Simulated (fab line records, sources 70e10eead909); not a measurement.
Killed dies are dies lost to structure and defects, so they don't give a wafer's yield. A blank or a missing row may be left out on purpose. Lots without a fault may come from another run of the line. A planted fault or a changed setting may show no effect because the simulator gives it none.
Problem report in the 8D (eight disciplines) form, filled by code | flow nand_harc | the parts of the form that need people (team, actions taken, sign-off) are left out

1. THE PROBLEM
run_length_s at NHARC_A_STAIRCASE_TRIM_22 reads a mean of 215.7 s on 6 wafers of 2 lots; wafers without a fault read 232.5 s with a standard deviation of 0.43. That is -39 standard deviations from the usual mean.
The step: chemistry O2, time 211.2 s.
First seen on wafer L345.3, day 12 05:52, on rie_diel-08. The record holds 33 wafers of 11 lots with a number at this step. Rule for "out", or "out of limits": more than 4 standard deviations from the usual mean. The other wafers with a number count as sound.

2. WHAT IT IS AND WHAT IT IS NOT
question                    | is                     | is not
which readings at this step | run_length_s           | drypump_motor_current_A, oes_product_au, rf_vpp_V, showerhead_plenum_p_Torr, throttle_valve_pct
which lots                  | L343, L345             | L339, L340, L341, L346, L354, L358, L359, L360, L361
which wafers of those lots  | all that have a number | -
read on which tools         | rie_diel-08            | rie_diel-09, rie_diel-13
when                        | from day 12 05:52      | up to then (9 sound wafers); but 18 sound wafers of L346, L354, L358, L359, L360, L361 came after

3. SUSPECTS, AND WHAT RULES EACH OUT
Counting: a tool at a process step up to the reading stays a suspect if it ran every lot that is out and no sound lot after the first of them.
- rie_diel-13 at NHARC_A_STAIRCASE_TRIM_14 (chemistry O2, time 211.2 s): ruled out as a lasting fault. Sound lots L346, L358, L360 ran on it after its first lot that is out, L345 (day 12 05:52). NHARC_A_STAIRCASE_TRIM_14 gives no start for some lots, so the hours and the order of its lots are those of NHARC_A_STAIRCASE_TRIM_22.
- rie_diel-08 at NHARC_A_STAIRCASE_TRIM_22 (chemistry O2, time 211.2 s): ruled out as a lasting fault. Sound lots L361 ran on it after its first lot that is out, L345 (day 12 05:52).
Left after counting: nothing in the record.

4. THE CAUSE (what the simulator had put in)
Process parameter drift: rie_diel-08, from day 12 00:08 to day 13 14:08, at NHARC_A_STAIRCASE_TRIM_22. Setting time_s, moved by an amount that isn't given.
Counting ruled it out, wrongly.

5. THE CHAIN OF EFFECTS, in route order
Each row: a reading whose mean over the struck wafers that have a number lies more than 3 standard deviations from the usual. Only readings for which the record gives a usual standard deviation are gone through. hours: the time from each lot's start at the first step in this table that gives one to its start at this step, as a median over the lots. sigmas: the change in usual standard deviations.
hours | step                      | reading      | usual   | on struck wafers | change | sigmas
0     | NHARC_A_STAIRCASE_TRIM_22 | run_length_s | 232.5 s | 215.7            | -16.8  | -39
The process steps in it:
- NHARC_A_STAIRCASE_TRIM_22: chemistry O2, time 211.2 s.

6. WHAT WOULD HAVE CAUGHT IT SOONER
In this record the first reading out of limits was taken at day 12 05:52, 6 hours after the fault began at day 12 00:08.
